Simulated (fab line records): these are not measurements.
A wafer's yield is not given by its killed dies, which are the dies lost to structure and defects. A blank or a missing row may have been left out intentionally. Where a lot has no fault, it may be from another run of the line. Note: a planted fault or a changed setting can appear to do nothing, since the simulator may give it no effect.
Comparing a struck lot with a sound one	flow n5_finfet	36 steps out of a route of 1938
Sound: the wafers L496.1, L496.3, L496.5. Struck: wafer L482.6; the same lot's L482.2 was not struck, so it is left out; see the end for the cause.
At each step with rows: each side's tool, then ch and its chambers, then its first start. Under that, the readings that differ: sound wafers	struck wafers	difference of the means	sigmas: that difference in standard deviations of wafers without a fault.
alike: readings whose means differ by less than 2 such deviations, and words and numbers that are the same on both sides. not compared: withheld readings, readings that some wafer has no value for, bounds like >300 that may hide the same value, and numbers for which the record gives no deviation and whose values overlap.
A row with sigmas, a row that says differs or no value, or rows on one side alone: a step with any of these is where the two part. When numbers do not overlap yet have no deviation, they are printed without sigmas and do not part them. Lack of a reading on every wafer of one side parts them only where that side has two or more wafers.

first, 9 steps without rows for these wafers: N5_BEOL_M5_ANNEAL_89 (time 1800 s); N5_BEOL_M5_SPUTTER_90 (material Cu, target thk 4.5 nm, time 8.29 s); N5_BEOL_M5_ECD_50 (material Cu, target thk 300 nm); N5_BEOL_M5_ANNEAL_51 (time 90 s); N5_BEOL_M5_CMP_52 (polishes, stops on SiCOH lowk, t overpolish 6.9 s, target thk 62 nm); N5_BEOL_M5_PRE_CLEAN_77 (time 15 s); N5_BEOL_M5_CO_CAP_78 (material Co, precursor CCTBA/H2, target thk 2 nm, time 102.1 s); N5_BEOL_M5_PRE_CLEAN_55 (time 15 s); N5_BEOL_M5_DEP_56 (deposits SiCN from 3MS/NH3, target thk 8 nm, time 14 s).
N5_BEOL_M6_ILD_DEP_00: deposits SiCOH lowk from DEMS/porogen, target thk 179.75 nm, time 33.4 s.
  sound on pecvd-02 ch 0,1,2, day 15 15:20; struck on pecvd-03 ch 1, day 12 18:53
reading	sound	struck	difference	sigmas
model.SiCOH_lowk_of_BEOL_M6_ILD_DEP_00.thk_nm (nm)	178.4 178.6 182.8	131.2	-48.7	
  alike: heater_power_w, showerhead_plenum_p_Torr, throttle_valve_pct
then, 1 step without rows for these wafers: N5_BEOL_M6_CURE_74 (cures SiCOH lowk, time 240 s).
N5_BEOL_M6_THK_MEAS_01:
  sound: film_metro-01 at day 15 16:24; struck: film_metro-01 at day 12 19:29
reading	sound	struck	difference	sigmas
M6_ILD_THK (nm)	153.9 154.0 157.7	112.9	-42.3	-22
then, 23 steps without rows for these wafers: N5_BEOL_M6_PECVD_70 (deposits SiO2 from TEOS/O2, target thk 20 nm, time 22.7 s); N5_BEOL_M6_HM_DEP_02 (deposits TiN, target thk 20 nm); N5_BEOL_M6_COAT_59 (time 60 s, resist thk 100 nm); N5_BEOL_M6_COAT_60 (time 60 s, resist thk 35 nm); N5_BEOL_M6_COAT_05 (resist thk 90 nm); N5_BEOL_M6_EBR_07; N5_BEOL_M6_SOFTBAKE_06 (time 60 s); N5_BEOL_M6_EXPOSE_08 (exposes mask M6); N5_BEOL_M6_PEB_09 (peb time 60 s); N5_BEOL_M6_DEVELOP_10 (develop time 30 s); N5_BEOL_M6_DESCUM_16 (chemistry O2, time 7.9 s); N5_BEOL_M6_ETCH_61 (etches SiARC in CF4, target depth 45.5 nm, time 75.8 s); N5_BEOL_M6_ETCH_62 (etches SOC in N2/H2, target depth 110 nm, overetch 22 nm, time 165 s); N5_BEOL_M6_STRIP_68 (strips in N2/H2); N5_BEOL_M6_STRIP_67 (strips in CF4); N5_BEOL_M6_HM_OPEN_17 (chemistry Cl2/BCl3, target TiN, target depth 20 nm, overetch 6 nm); N5_BEOL_M6_STRIP_19 (strips in O2); N5_BEOL_M6_COAT_63 (time 60 s, resist thk 60 nm); N5_BEOL_M6_COAT_64 (time 60 s, resist thk 12 nm); N5_BEOL_M6_COAT_71 (time 60 s, resist thk 5 nm); N5_BEOL_M6_COAT_22 (resist thk 30 nm); N5_BEOL_M6_EBR_24; N5_BEOL_M6_SOFTBAKE_23 (time 60 s).
N5_BEOL_M6_CMP_52: polishes, stops on SiCOH lowk, t overpolish 6.9 s, target thk 80 nm.
  sound on cmp-04 ch 0,1,3, day 16 01:43; struck on cmp-04 ch 1, day 13 07:37
reading	sound	struck	difference	sigmas
model.SiCOH_lowk_of_BEOL_M6_ILD_DEP_00.thk_nm (nm)	150.8 151 154.6	109.8	-42.3	
  alike: motor_current_A
  not compared: pad_life_wafers

WHERE THEY PART
N5_BEOL_M6_THK_MEAS_01 only, going by this record. Later steps at which nothing parts them and some readings are alike: N5_BEOL_M6_CMP_52.

WHY: the cause the simulator had injected
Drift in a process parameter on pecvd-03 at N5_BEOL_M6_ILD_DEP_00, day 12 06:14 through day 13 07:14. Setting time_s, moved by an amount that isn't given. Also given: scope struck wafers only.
